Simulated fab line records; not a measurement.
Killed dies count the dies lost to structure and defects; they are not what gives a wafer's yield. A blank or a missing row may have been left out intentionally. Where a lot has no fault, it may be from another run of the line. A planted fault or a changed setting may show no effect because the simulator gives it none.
fab line records    flow n5-finfet
[record] lots = 24  wafers = 72  last-day = 19
route steps=1938 shown BEOL_M3@974
lots with no fault: from the same line, run without faults
start-h: hours from the record's first day to the start of the lot's first wafer shown    wait-h: hours elapsed since this lot's preceding step    " unchanged from the row above    L1.1+2: a single row standing in for several wafers    - no value, or no start was given    * or withheld: withheld    < > ~ a bound
route shown NAME@n: a module of which the file shows steps, and the number in the route of the first    usual: the fault-free wafers' mean and standard deviation    same: alike in all rows    chamber/n: place in a boat    sites: each site's reading    _std_site: standard deviation of those values    _edge_site: outer sites' mean less inner sites'    radius-mm: for every site, how far away it sits from the centre of the wafer    mask NAME#n: copy n    behind: the last tool/chamber to shape the wafer    hold: the reason the lot was held/the length of the hold in hours/how it ended    device: the transistor (n, p or np) that didn't switch    end of line: tests of these same wafers at the route's end    a step given without rows: its recipe and nothing more    killed: the dies lost at the first sort to structure and to defects; this is not the yield of the wafer    map: the dies of a wafer, with x for killed, . for not killed, _ for no die there
set.NAME: the setting as run; set.NAME@STEP: as run at that earlier step    model.NAME: the simulator's own value behind a step, which no gauge read
the route's steps for a sample of lots (tables are steps, rows are wafers)
services: a tool's chamber out of use, with start hour (start-h, from the record's first day; less than 0 if before it), hours out, and reason
[[steps]]
[step N5_BEOL_M3_ETCH_70]
[recipe] chemistry = N2/H2  target = SOC  target-depth-a = 800  overetch-a = 160  mask-material = SiARC  temp-c = 40  time-s = 120  ion-energy-ev = 200  pressure-mtorr = 30  source-w = 840  bias-w = 150  n2-flow-sccm = 200  h2-flow-sccm = 200
[usual] drypump-motor-current-A = 5.7/0.56  h2-flow-sccm = 199.9/0.57  oes-product-au = 0.58/0.053  rf-vpp-V = 523.2/2.5  showerhead-plenum-p-Torr = 2.52/0.085  throttle-valve-pct = 17.87/0.25
lot.wafer  tool         chamber  start-h  wait-h  drypump-motor-current-A  h2-flow-sccm  oes-product-au  rf-hours-counter-h  rf-vpp-V  showerhead-plenum-p-Torr  throttle-valve-pct
L074.2     rie-diel-06  2        158.57   0.0     6.6                      199.5         0.61            96                  524.4     2.57                      17.86
L074.5     "            1        "        "       5.0                      199.7         0.59            -                   524.8     2.54                      17.92
L074.6     "            2        "        "       6.6                      199.0         0.61            -                   524.3     2.57                      17.86
L075.2     rie-diel-05  3        184.66   0.0     6.1                      199.8         0.57            159                 522.8     2.55                      18.23
L075.3     "            0        "        "       5.9                      200.1         0.53            232                 526.2     2.61                      17.79
L075.6     "            3        "        "       6.2                      200.6         0.56            -                   524.1     2.55                      18.24
L076.2     rie-diel-05  0        198.89   0.0     5.9                      201.1         0.52            237                 524.9     2.61                      17.80
L076.4     "            2        "        "       5.0                      200.0         0.57            164                 525.9     2.63                      17.80
L076.5     "            2        "        "       5.0                      199.9         0.57            -                   527.1     2.63                      17.79
L077.4     rie-diel-02  0        202.20   0.0     5.5                      199.6         0.53            225                 520.2     2.41                      17.83
L077.5     "            2        "        "       6.4                      200.5         0.55            -                   522.3     2.54                      18.32
L077.6     "            3        "        "       5.6                      199.0         0.62            -                   519.4     2.36                      17.77
L080.1     rie-diel-02  1        224.57   0.0     5.0                      199.3         0.70            19                  524.6     2.60                      17.78
L080.3     "            0        "        "       5.5                      200.8         0.53            230                 521.0     2.41                      17.85
L080.4     "            2        "        "       6.3                      198.9         0.55            198                 523.1     2.54                      18.33
L081.2     rie-diel-05  2        227.87   0.0     5.0                      199.6         0.56            171                 525.1     2.63                      17.80
L081.5     "            0        "        "       5.8                      198.9         0.52            -                   524.6     2.61                      17.81
L081.6     "            3        "        "       6.2                      200.9         0.56            -                   524.9     2.54                      18.25
L079.4     rie-diel-02  2        237.04   0.0     6.3                      199.5         0.55            200                 522.8     2.54                      18.34
L079.5     "            1        "        "       5.0                      199.7         0.69            -                   525.9     2.60                      17.79
L079.6     "            0        "        "       5.5                      200.2         0.53            -                   520.7     2.41                      17.85
L078.1     rie-diel-05  1        237.24   0.0     6.1                      199.1         0.61            117                 524.0     2.55                      17.65
L078.4     "            2        "        "       5.0                      200.5         0.56            173                 527.5     2.63                      17.82
L078.6     "            2        "        "       5.0                      200.5         0.56            -                   526.1     2.63                      17.82
L083.2     rie-diel-02  2        240.19   0.0     6.4                      199.7         0.55            201                 523.1     2.54                      18.35
L083.4     "            1        "        "       5.0                      199.1         0.69            23                  522.8     2.60                      17.77
L083.6     "            0        "        "       5.5                      199.5         0.54            -                   520.2     2.41                      17.85
L082.2     rie-diel-06  0        240.31   0.0     5.1                      201.0         0.58            159                 523.9     2.54                      17.58
L082.4     "            3        "        "       6.6                      199.7         0.54            -                   520.8     2.42                      17.58
L082.6     "            0        "        "       5.1                      199.5         0.57            -                   523.6     2.54                      17.58
L084.1     rie-diel-05  0        252.22   0.0     5.9                      199.8         0.52            249                 525.3     2.60                      17.82
L084.3     "            3        "        "       6.2                      198.9         0.56            175                 524.6     2.54                      18.27
L084.5     "            3        "        "       6.2                      199.0         0.55            -                   523.6     2.54                      18.27
L086.1     rie-diel-06  0        255.25   0.0     5.0                      200.1         0.57            161                 525.1     2.54                      17.57
L086.4     "            3        "        "       6.6                      199.9         0.54            185                 519.4     2.42                      17.58
L086.5     "            0        "        "       5.1                      200.0         0.58            -                   524.7     2.54                      17.58
L088.2     rie-diel-02  3        264.34   0.0     5.6                      200.7         0.61            94                  518.6     2.36                      17.79
L088.5     "            3        "        "       5.6                      200.8         0.61            -                   516.9     2.36                      17.79
L088.6     "            0        "        "       5.5                      199.5         0.53            -                   520.4     2.40                      17.85
L085.2     rie-diel-05  1        268.76   0.0     6.2                      199.9         0.61            123                 525.1     2.55                      17.67
L085.4     "            1        "        "       6.1                      200.8         0.61            -                   523.0     2.55                      17.66
L085.6     "            3        "        "       6.2                      199.7         0.55            -                   523.8     2.54                      18.28
L087.4     rie-diel-02  2        269.00   0.0     6.3                      199.9         0.55            208                 524.2     2.53                      18.35
L087.5     "            3        "        "       5.6                      198.5         0.61            -                   518.4     2.36                      17.79
L087.6     "            0        "        "       5.5                      200.1         0.53            -                   520.5     2.40                      17.85
L089.2     rie-diel-06  1        273.97   0.0     5.0                      199.8         0.56            162                 522.4     2.53                      17.97
L089.4     "            0        "        "       5.1                      201.1         0.57            166                 523.8     2.54                      17.57
L089.5     "            2        "        "       6.6                      199.7         0.59            -                   524.0     2.56                      17.91
L090.1     rie-diel-02  1        274.20   0.0     5.0                      200.7         0.68            30                  525.7     2.59                      17.82
L090.2     "            0        "        "       5.5                      200.3         0.52            241                 519.5     2.40                      17.88
L090.5     "            2        "        "       6.4                      199.8         0.55            -                   523.5     2.53                      18.35
L093.1     rie-diel-02  0        288.59   0.0     5.5                      199.9         0.52            244                 520.7     2.40                      17.86
L093.2     "            2        "        "       6.4                      200.6         0.55            212                 523.5     2.53                      18.36
L093.5     "            3        "        "       5.6                      199.7         0.62            -                   520.6     2.36                      17.78
L091.1     rie-diel-05  1        290.93   0.0     6.1                      200.1         0.61            129                 524.2     2.54                      17.67
L091.3     "            2        "        "       5.0                      200.8         0.55            184                 526.6     2.62                      17.84
L091.4     "            0        "        "       5.9                      200.2         0.74            4                   525.8     2.60                      17.42
L094.1     rie-diel-05  1        291.87   0.0     6.1                      199.9         0.60            129                 523.6     2.54                      17.69
L094.2     "            3        "        "       6.2                      199.5         0.55            184                 524.3     2.54                      18.27
L094.5     "            3        "        "       6.2                      199.6         0.55            -                   525.3     2.54                      18.27
L092.1     rie-diel-02  2        304.55   0.0     6.3                      199.4         0.54            215                 522.9     2.53                      18.38
L092.4     "            3        "        "       5.6                      200.2         0.62            102                 516.6     2.36                      17.80
L092.6     "            1        "        "       5.0                      198.7         0.67            -                   526.1     2.59                      17.82
L095.2     rie-diel-02  2        331.25   0.0     6.3                      200.1         0.54            220                 523.3     2.53                      18.37
L095.4     "            3        "        "       5.6                      200.6         0.60            -                   517.9     2.36                      17.80
L095.5     "            2        "        "       6.4                      199.6         0.54            -                   522.4     2.53                      18.37
L096.1     rie-diel-05  1        331.25   0.0     6.1                      199.8         0.60            138                 523.0     2.54                      17.68
L096.5     "            0        "        "       5.9                      200.8         0.72            -                   524.8     2.60                      17.42
L096.6     "            1        "        "       6.1                      200.4         0.60            -                   524.3     2.54                      17.70
L097.1     rie-diel-06  2        331.72   0.0     6.6                      200.1         0.57            136                 522.1     2.55                      17.95
L097.2     "            3        "        "       6.6                      199.7         0.53            203                 519.4     2.41                      17.60
L097.3     "            1        "        "       5.0                      199.1         0.56            176                 521.7     2.53                      18.01
[step N5_BEOL_M3_SPUTTER_48]
[recipe] material = Cu  target-thk-a = 45  temp-c = -20  chamber-pressure-pa = 0.07  power-w = withheld  time-s = 8.29
[usual] throttle-valve-pct = 30.1/0.83
lot.wafer  tool            chamber  start-h  wait-h  throttle-valve-pct
L074.2     pvd-sputter-01  -        159.71   0.1     29.1
L074.5     "               -        "        "       28.6
L074.6     "               -        "        "       31.4
L075.2     pvd-sputter-03  -        185.83   0.1     29.0
L075.3     "               -        "        "       30.1
L075.6     "               -        "        "       29.2
L076.2     pvd-sputter-01  -        200.22   0.1     30.4
L076.4     "               -        "        "       31.5
L076.5     "               -        "        "       31.1
L077.4     pvd-sputter-01  -        203.34   0.0     28.9
L077.5     "               -        "        "       30.8
L077.6     "               -        "        "       30.1
L080.1     pvd-sputter-01  -        225.67   0.1     30.1
L080.3     "               -        "        "       30.6
L080.4     "               -        "        "       28.9
L081.2     pvd-sputter-03  -        229.18   0.1     30.3
L081.5     "               -        "        "       30.6
L081.6     "               -        "        "       29.4
L079.4     pvd-sputter-01  -        238.21   0.1     29.2
L079.5     "               -        "        "       29.5
L079.6     "               -        "        "       30.8
L078.1     pvd-sputter-03  -        238.88   0.6     29.0
L078.4     "               -        "        "       29.4
L078.6     "               -        "        "       29.3
L083.2     pvd-sputter-01  -        241.29   0.1     30.8
L083.4     "               -        "        "       29.3
L083.6     "               -        "        "       31.5
L082.2     pvd-sputter-03  -        241.43   0.1     29.0
L082.4     "               -        "        "       29.9
L082.6     "               -        "        "       28.6
L084.1     pvd-sputter-03  -        253.52   0.1     29.4
L084.3     "               -        "        "       30.9
L084.5     "               -        "        "       30.7
L086.1     pvd-sputter-03  -        257.28   0.1     30.0
L086.4     "               -        "        "       28.9
L086.5     "               -        "        "       28.8
L088.2     pvd-sputter-02  -        265.78   0.1     29.3
L088.5     "               -        "        "       30.6
L088.6     "               -        "        "       31.4
L085.2     pvd-sputter-03  -        270.39   0.1     28.8
L085.4     "               -        "        "       30.2
L085.6     "               -        "        "       29.0
L087.4     pvd-sputter-03  -        272.23   1.6     30.6
L087.5     "               -        "        "       30.1
L087.6     "               -        "        "       30.5
L089.2     pvd-sputter-03  -        275.53   0.1     28.8
L089.4     "               -        "        "       29.6
L089.5     "               -        "        "       29.9
L090.1     pvd-sputter-03  -        277.55   1.8     29.0
L090.2     "               -        "        "       29.9
L090.5     "               -        "        "       30.0
L093.1     pvd-sputter-03  -        291.01   1.2     30.6
L093.2     "               -        "        "       29.3
L093.5     "               -        "        "       29.9
L091.1     pvd-sputter-02  -        292.46   0.2     31.0
L091.3     "               -        "        "       29.2
L091.4     "               -        "        "       30.4
L094.1     pvd-sputter-02  -        294.60   0.2     30.9
L094.2     "               -        "        "       29.2
L094.5     "               -        "        "       30.6
L092.1     pvd-sputter-02  -        307.64   1.5     30.9
L092.4     "               -        "        "       30.5
L092.6     "               -        "        "       30.2
L095.2     pvd-sputter-01  -        332.40   0.1     30.1
L095.4     "               -        "        "       31.2
L095.5     "               -        "        "       30.2
L096.1     pvd-sputter-02  -        332.75   0.2     31.1
L096.5     "               -        "        "       30.4
L096.6     "               -        "        "       31.0
L097.1     pvd-sputter-01  -        334.32   1.2     31.2
L097.2     "               -        "        "       31.0
L097.3     "               -        "        "       30.2
[step N5_BEOL_M3_SPUTTER_79]
[recipe] material = Cu  target-thk-a = 45  temp-c = -20  chamber-pressure-pa = 0.07  power-w = withheld  time-s = 8.29
[usual] throttle-valve-pct = 30.1/0.86
lot.wafer  tool            chamber  start-h  wait-h  throttle-valve-pct
L074.2     pvd-sputter-01  -        159.93   0.1     29.5
L074.5     "               -        "        "       29.4
L074.6     "               -        "        "       31.4
L075.2     pvd-sputter-03  -        186.05   0.1     29.3
L075.3     "               -        "        "       29.9
L075.6     "               -        "        "       28.9
L076.2     pvd-sputter-01  -        200.44   0.1     30.1
L076.4     "               -        "        "       31.4
L076.5     "               -        "        "       31.6
L077.4     pvd-sputter-01  -        203.56   0.1     29.3
L077.5     "               -        "        "       31.0
L077.6     "               -        "        "       30.1
L080.1     pvd-sputter-01  -        225.89   0.1     30.4
L080.3     "               -        "        "       31.1
L080.4     "               -        "        "       28.9
L081.2     pvd-sputter-03  -        229.40   0.1     30.5
L081.5     "               -        "        "       30.3
L081.6     "               -        "        "       29.2
L079.4     pvd-sputter-01  -        238.43   0.1     28.8
L079.5     "               -        "        "       29.4
L079.6     "               -        "        "       31.3
L078.1     pvd-sputter-03  -        239.10   0.1     29.0
L078.4     "               -        "        "       28.7
L078.6     "               -        "        "       29.5
L083.2     pvd-sputter-01  -        241.51   0.1     30.9
L083.4     "               -        "        "       28.8
L083.6     "               -        "        "       31.6
L082.2     pvd-sputter-03  -        241.65   0.1     28.9
L082.4     "               -        "        "       30.2
L082.6     "               -        "        "       28.9
L084.1     pvd-sputter-03  -        253.74   0.1     29.2
L084.3     "               -        "        "       30.7
L084.5     "               -        "        "       30.6
L086.1     pvd-sputter-03  -        257.50   0.1     29.6
L086.4     "               -        "        "       28.8
L086.5     "               -        "        "       28.9
L088.2     pvd-sputter-02  -        266.00   0.1     29.4
L088.5     "               -        "        "       30.7
L088.6     "               -        "        "       31.1
L085.2     pvd-sputter-03  -        270.61   0.1     28.8
L085.4     "               -        "        "       30.0
L085.6     "               -        "        "       28.9
L087.4     pvd-sputter-03  -        272.45   0.1     30.7
L087.5     "               -        "        "       30.0
L087.6     "               -        "        "       30.7
L089.2     pvd-sputter-03  -        275.75   0.1     29.0
L089.4     "               -        "        "       29.1
L089.5     "               -        "        "       30.0
L090.1     pvd-sputter-03  -        277.77   0.1     29.2
L090.2     "               -        "        "       30.1
L090.5     "               -        "        "       30.1
L093.1     pvd-sputter-03  -        291.23   0.1     30.6
L093.2     "               -        "        "       29.3
L093.5     "               -        "        "       30.1
L091.1     pvd-sputter-02  -        292.68   0.1     31.1
L091.3     "               -        "        "       29.3
L091.4     "               -        "        "       30.4
L094.1     pvd-sputter-02  -        294.82   0.1     30.9
L094.2     "               -        "        "       29.1
L094.5     "               -        "        "       30.7
L092.1     pvd-sputter-02  -        307.86   0.1     31.0
L092.4     "               -        "        "       30.3
L092.6     "               -        "        "       30.5
L095.2     pvd-sputter-01  -        332.62   0.1     30.2
L095.4     "               -        "        "       31.1
L095.5     "               -        "        "       30.1
L096.1     pvd-sputter-02  -        332.97   0.1     31.1
L096.5     "               -        "        "       30.5
L096.6     "               -        "        "       30.8
L097.1     pvd-sputter-01  -        334.54   0.1     31.3
L097.2     "               -        "        "       30.8
L097.3     "               -        "        "       30.1
[step N5_BEOL_M3_ANNEAL_82]
[recipe] temp-c = 400  time-s = 240  ambient = vacuum
[usual] heater-power-w = 825/62
lot.wafer  tool            chamber  start-h  wait-h  heater-power-w
L074.2     pvd-sputter-01  -        160.23   0.0     875
L074.5     "               -        "        "       886
L074.6     "               -        "        "       817
L075.2     pvd-sputter-03  -        186.35   0.0     912
L075.3     "               -        "        "       729
L075.6     "               -        "        "       876
L076.2     pvd-sputter-01  -        200.74   0.0     729
L076.4     "               -        "        "       795
L076.5     "               -        "        "       802
L077.4     pvd-sputter-01  -        203.86   0.0     885
L077.5     "               -        "        "       889
L077.6     "               -        "        "       725
L080.1     pvd-sputter-01  -        226.19   0.0     725
L080.3     "               -        "        "       906
L080.4     "               -        "        "       887
L081.2     pvd-sputter-03  -        229.70   0.0     800
L081.5     "               -        "        "       813
L081.6     "               -        "        "       929
L079.4     pvd-sputter-01  -        238.73   0.0     878
L079.5     "               -        "        "       896
L079.6     "               -        "        "       894
L078.1     pvd-sputter-03  -        239.40   0.0     873
L078.4     "               -        "        "       921
L078.6     "               -        "        "       923
L083.2     pvd-sputter-01  -        241.81   0.0     892
L083.4     "               -        "        "       878
L083.6     "               -        "        "       790
L082.2     pvd-sputter-03  -        241.95   0.0     869
L082.4     "               -        "        "       754
L082.6     "               -        "        "       873
L084.1     pvd-sputter-03  -        254.04   0.0     887
L084.3     "               -        "        "       818
L084.5     "               -        "        "       806
L086.1     pvd-sputter-03  -        257.80   0.0     749
L086.4     "               -        "        "       866
L086.5     "               -        "        "       885
L088.2     pvd-sputter-02  -        266.30   0.0     855
L088.5     "               -        "        "       850
L088.6     "               -        "        "       806
L085.2     pvd-sputter-03  -        270.91   0.0     851
L085.4     "               -        "        "       709
L085.6     "               -        "        "       870
L087.4     pvd-sputter-03  -        272.75   0.0     795
L087.5     "               -        "        "       738
L087.6     "               -        "        "       823
L089.2     pvd-sputter-03  -        276.05   0.0     876
L089.4     "               -        "        "       890
L089.5     "               -        "        "       714
L090.1     pvd-sputter-03  -        278.07   0.0     922
L090.2     "               -        "        "       730
L090.5     "               -        "        "       741
L093.1     pvd-sputter-03  -        291.53   0.0     818
L093.2     "               -        "        "       888
L093.5     "               -        "        "       731
L091.1     pvd-sputter-02  -        292.98   0.0     799
L091.3     "               -        "        "       850
L091.4     "               -        "        "       841
L094.1     pvd-sputter-02  -        295.12   0.0     773
L094.2     "               -        "        "       836
L094.5     "               -        "        "       855
L092.1     pvd-sputter-02  -        308.16   0.0     795
L092.4     "               -        "        "       844
L092.6     "               -        "        "       848
L095.2     pvd-sputter-01  -        332.92   0.0     714
L095.4     "               -        "        "       885
L095.5     "               -        "        "       716
L096.1     pvd-sputter-02  -        333.27   0.0     806
L096.5     "               -        "        "       853
L096.6     "               -        "        "       796
L097.1     pvd-sputter-01  -        334.84   0.0     790
L097.2     "               -        "        "       892
L097.3     "               -        "        "       742
[step N5_BEOL_M3_SPUTTER_94]
[recipe] material = Cu  target-thk-a = 45  temp-c = -20  chamber-pressure-pa = 0.07  power-w = withheld  time-s = 8.29
[usual] throttle-valve-pct = 30.1/0.84
lot.wafer  tool            chamber  start-h  wait-h  throttle-valve-pct
L074.2     pvd-sputter-01  -        161.25   0.1     28.9
L074.5     "               -        "        "       29.0
L074.6     "               -        "        "       31.3
L075.2     pvd-sputter-03  -        187.37   0.1     29.3
L075.3     "               -        "        "       30.1
L075.6     "               -        "        "       29.0
L076.2     pvd-sputter-01  -        201.76   0.1     30.1
L076.4     "               -        "        "       31.3
L076.5     "               -        "        "       31.5
L077.4     pvd-sputter-01  -        204.88   0.1     29.2
L077.5     "               -        "        "       30.9
L077.6     "               -        "        "       30.3
L080.1     pvd-sputter-01  -        227.21   0.1     30.2
L080.3     "               -        "        "       30.9
L080.4     "               -        "        "       29.1
L081.2     pvd-sputter-03  -        230.72   0.1     30.8
L081.5     "               -        "        "       30.7
L081.6     "               -        "        "       29.1
L079.4     pvd-sputter-01  -        239.75   0.1     29.1
L079.5     "               -        "        "       29.1
L079.6     "               -        "        "       30.9
L078.1     pvd-sputter-03  -        240.42   0.1     28.9
L078.4     "               -        "        "       29.2
L078.6     "               -        "        "       29.1
L083.2     pvd-sputter-01  -        242.83   0.1     30.8
L083.4     "               -        "        "       29.1
L083.6     "               -        "        "       31.4
L082.2     pvd-sputter-03  -        242.97   0.1     28.8
L082.4     "               -        "        "       30.0
L082.6     "               -        "        "       28.8
L084.1     pvd-sputter-03  -        255.06   0.1     29.4
L084.3     "               -        "        "       30.6
L084.5     "               -        "        "       30.5
L086.1     pvd-sputter-03  -        258.82   0.1     29.9
L086.4     "               -        "        "       29.0
L086.5     "               -        "        "       28.7
L088.2     pvd-sputter-02  -        267.32   0.1     29.3
L088.5     "               -        "        "       30.6
L088.6     "               -        "        "       31.2
L085.2     pvd-sputter-03  -        271.93   0.1     28.7
L085.4     "               -        "        "       29.5
L085.6     "               -        "        "       28.7
L087.4     pvd-sputter-03  -        273.77   0.1     30.4
L087.5     "               -        "        "       30.2
L087.6     "               -        "        "       30.7
L089.2     pvd-sputter-03  -        277.07   0.1     29.1
L089.4     "               -        "        "       29.1
L089.5     "               -        "        "       30.1
L090.1     pvd-sputter-03  -        279.09   0.1     29.3
L090.2     "               -        "        "       30.0
L090.5     "               -        "        "       30.1
L093.1     pvd-sputter-03  -        292.55   0.1     30.7
L093.2     "               -        "        "       29.3
L093.5     "               -        "        "       30.1
L091.1     pvd-sputter-02  -        294.00   0.1     31.0
L091.3     "               -        "        "       29.1
L091.4     "               -        "        "       30.9
L094.1     pvd-sputter-02  -        296.14   0.1     30.9
L094.2     "               -        "        "       29.1
L094.5     "               -        "        "       30.3
L092.1     pvd-sputter-02  -        309.18   0.1     31.4
L092.4     "               -        "        "       30.6
L092.6     "               -        "        "       30.5
L095.2     pvd-sputter-01  -        333.94   0.1     30.6
L095.4     "               -        "        "       30.9
L095.5     "               -        "        "       30.2
L096.1     pvd-sputter-02  -        334.36   0.1     31.1
L096.5     "               -        "        "       30.5
L096.6     "               -        "        "       30.9
L097.1     pvd-sputter-01  -        335.86   0.1     31.6
L097.2     "               -        "        "       31.0
L097.3     "               -        "        "       29.9
[step N5_BEOL_M3_CO_CAP_55]
[recipe] material = Co  target-thk-a = 20  temp-c = 200  precursor = CCTBA/H2  pressure-torr = 30  time-s = 102.1
[usual] heater-power-w = 228/16
lot.wafer  tool       chamber  start-h  wait-h  heater-power-w
L074.2     cvd-co-02  2        162.33   0.0     258
L074.5     "          0        "        "       222
L074.6     "          1        "        "       225
L075.2     cvd-co-02  1        188.46   0.0     227
L075.3     "          0        "        "       224
L075.6     "          0        "        "       220
L076.2     cvd-co-02  1        202.95   0.0     227
L076.4     "          0        "        "       228
L076.5     "          1        "        "       227
L077.4     cvd-co-02  1        206.00   0.0     225
L077.5     "          0        "        "       227
L077.6     "          2        "        "       263
L080.1     cvd-co-02  2        228.29   0.0     265
L080.3     "          1        "        "       227
L080.4     "          0        "        "       228
L081.2     cvd-co-01  1        231.80   0.0     212
L081.5     "          1        "        "       211
L081.6     "          2        "        "       218
L079.4     cvd-co-02  1        240.87   0.0     225
L079.5     "          2        "        "       265
L079.6     "          0        "        "       224
L078.1     cvd-co-01  0        241.51   0.0     216
L078.4     "          1        "        "       217
L078.6     "          0        "        "       219
L083.2     cvd-co-01  1        243.96   0.0     210
L083.4     "          1        "        "       211
L083.6     "          0        "        "       217
L082.2     cvd-co-02  1        244.08   0.0     225
L082.4     "          1        "        "       224
L082.6     "          0        "        "       224
L084.1     cvd-co-02  1        256.20   0.0     222
L084.3     "          0        "        "       231
L084.5     "          0        "        "       230
L086.1     cvd-co-01  2        259.90   0.0     215
L086.4     "          0        "        "       219
L086.5     "          1        "        "       205
L088.2     cvd-co-02  1        268.51   0.0     224
L088.5     "          2        "        "       259
L088.6     "          0        "        "       229
L085.2     cvd-co-01  0        273.01   0.0     219
L085.4     "          2        "        "       213
L085.6     "          0        "        "       220
L087.4     cvd-co-02  1        274.90   0.0     220
L087.5     "          2        "        "       268
L087.6     "          0        "        "       224
L089.2     cvd-co-01  0        278.15   0.0     219
L089.4     "          2        "        "       216
L089.5     "          1        "        "       212
L090.1     cvd-co-02  1        280.19   0.0     221
L090.2     "          2        "        "       267
L090.5     "          0        "        "       226
L093.1     cvd-co-02  1        293.65   0.0     223
L093.2     "          0        "        "       222
L093.5     "          1        "        "       226
L091.1     cvd-co-02  0        295.10   0.0     231
L091.3     "          1        "        "       219
L091.4     "          0        "        "       231
L094.1     cvd-co-01  1        297.22   0.0     210
L094.2     "          2        "        "       219
L094.5     "          2        "        "       218
L092.1     cvd-co-01  1        310.32   0.0     210
L092.4     "          0        "        "       219
L092.6     "          2        "        "       216
L095.2     cvd-co-01  2        335.05   0.0     219
L095.4     "          0        "        "       224
L095.5     "          2        "        "       220
L096.1     cvd-co-02  0        335.49   0.0     230
L096.5     "          2        "        "       270
L096.6     "          1        "        "       223
L097.1     cvd-co-01  0        337.07   0.0     225
L097.2     "          2        "        "       214
L097.3     "          0        "        "       224
[[services]]
tool            chamber  start-h  hours  kind
pvd-sputter-01  -        135.57   1.6    repair
cvd-co-02       2        141.90   3.4    repair
cvd-co-02       -        144.60   2.8    pm
cvd-co-01       0        158.96   11.1   repair
pvd-sputter-03  -        167.47   4.4    repair
pvd-sputter-01  -        182.51   0.9    repair
rie-diel-06     1        191.50   1.4    repair
pvd-sputter-02  -        207.22   9.9    repair
pvd-sputter-01  -        209.23   5.5    repair
rie-diel-06     2        239.31   3.9    repair
rie-diel-02     3        241.79   7.1    repair
cvd-co-02       2        242.88   5.3    repair
rie-diel-06     -        266.99   1.0    repair
cvd-co-02       2        288.23   7.8    repair
pvd-sputter-03  -        296.52   4.4    repair
cvd-co-01       0        312.57   13.0   repair
pvd-sputter-02  -        313.19   18.0   repair
rie-diel-02     0        319.57   -      clean
rie-diel-02     0        319.57   -      consumable-replace:focus-ring
rie-diel-02     0        319.57   -      consumable-replace:showerhead
rie-diel-02     0        319.57   16.1   scheduled-down
rie-diel-02     0        319.57   16.1   vent-cycle
cvd-co-01       1        333.36   -      clean
cvd-co-01       1        333.36   22.0   scheduled-down
[[key]]
fault none
